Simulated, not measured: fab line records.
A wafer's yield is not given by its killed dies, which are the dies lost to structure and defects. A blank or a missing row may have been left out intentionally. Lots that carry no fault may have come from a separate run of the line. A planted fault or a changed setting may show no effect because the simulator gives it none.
Matching of chambers | flow n5-finfet | N5_BEOL_M8_CURE_75 on uv-cure-02 has 3 sister chambers
The step cures SiCOH lowk, time 120 s. 16 wafers are shown with their chamber, then 8 later ones without.

EACH WAFER AND ITS CHAMBER
wafer  | chamber | wafer_temp_C_max | lamp-power-pct (%)
L075.1 | 1       | 371.5            | 52.32
L075.3 | 1       | 371.1            | 52.27
L075.5 | 1       | 371.2            | 52.27
L079.2 | 2       | 371.4            | 52.29
L079.3 | 2       | 372.1            | 52.35
L079.6 | 2       | 371.5            | 52.34
L080.1 | 0       | 372.4            | 52.34
L080.2 | 0       | 373.3            | 52.34
L080.3 | 0       | 373.8            | 52.33
L085.2 | 2       | 372.0            | 52.32
L085.3 | 2       | 371.9            | 52.31
L085.4 | 2       | 371.5            | 52.35
L090.2 | 1       | 371.5            | 52.33
L090.4 | 1       | 371.2            | 52.36
L090.6 | 1       | 371.3            | 52.32
L096.1 | 0       | 373.4            | 52.38

SIGNATURES, as means of the wafers listed above
reading          | chamber 0 | chamber 1 | chamber 2 | scatter within a chamber
wafer_temp_C_max | 373.225   | 371.300   | 371.733   | 0.355
lamp-power-pct   | 52.3475   | 52.3117   | 52.3267   | 0.0287
Rule: a wafer's distance from a chamber is the root of the sum, over the readings, of the square of ((its reading less the chamber's mean) divided by the reading's scatter). The wafer belongs to the nearest chamber; if the next one is less than 2 further off, it can't be placed. The scatter: the root of (the sum of the squares of (reading less its chamber's mean) over the shown wafers, divided by (wafers less chambers)).

WAFERS WITH NO CHAMBER GIVEN
wafer  | wafer_temp_C_max | lamp-power-pct (%)
L096.3 | 372.8            | 52.32
L096.5 | 372.3            | 52.32
L096.2 | 372.7            | 52.36
L096.4 | 372.8            | 52.29
L096.6 | 373.6            | 52.38
L092.1 | 372.1            | 52.45
L092.2 | 372.0            | 52.35
L092.5 | 372.4            | 52.29

WHICH CHAMBER EACH WENT THROUGH
wafer  | from the rows above          | in truth
L096.3 | can't be placed: 0 or 2      | 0
L096.5 | can't be placed: 2 or 0 or 1 | 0
L096.2 | can't be placed: 0 or 2      | 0
L096.4 | can't be placed: 0 or 2 or 1 | 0
L096.6 | 0                            | 0
L092.1 | can't be placed: 2 or 0 or 1 | 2
L092.2 | can't be placed: 2 or 1      | 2
L092.5 | can't be placed: 2 or 0 or 1 | 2
Correctly placed: 1 of 8. Not placeable from these rows: 7 (in 7, the candidates include the true chamber). 0 placed wrongly.
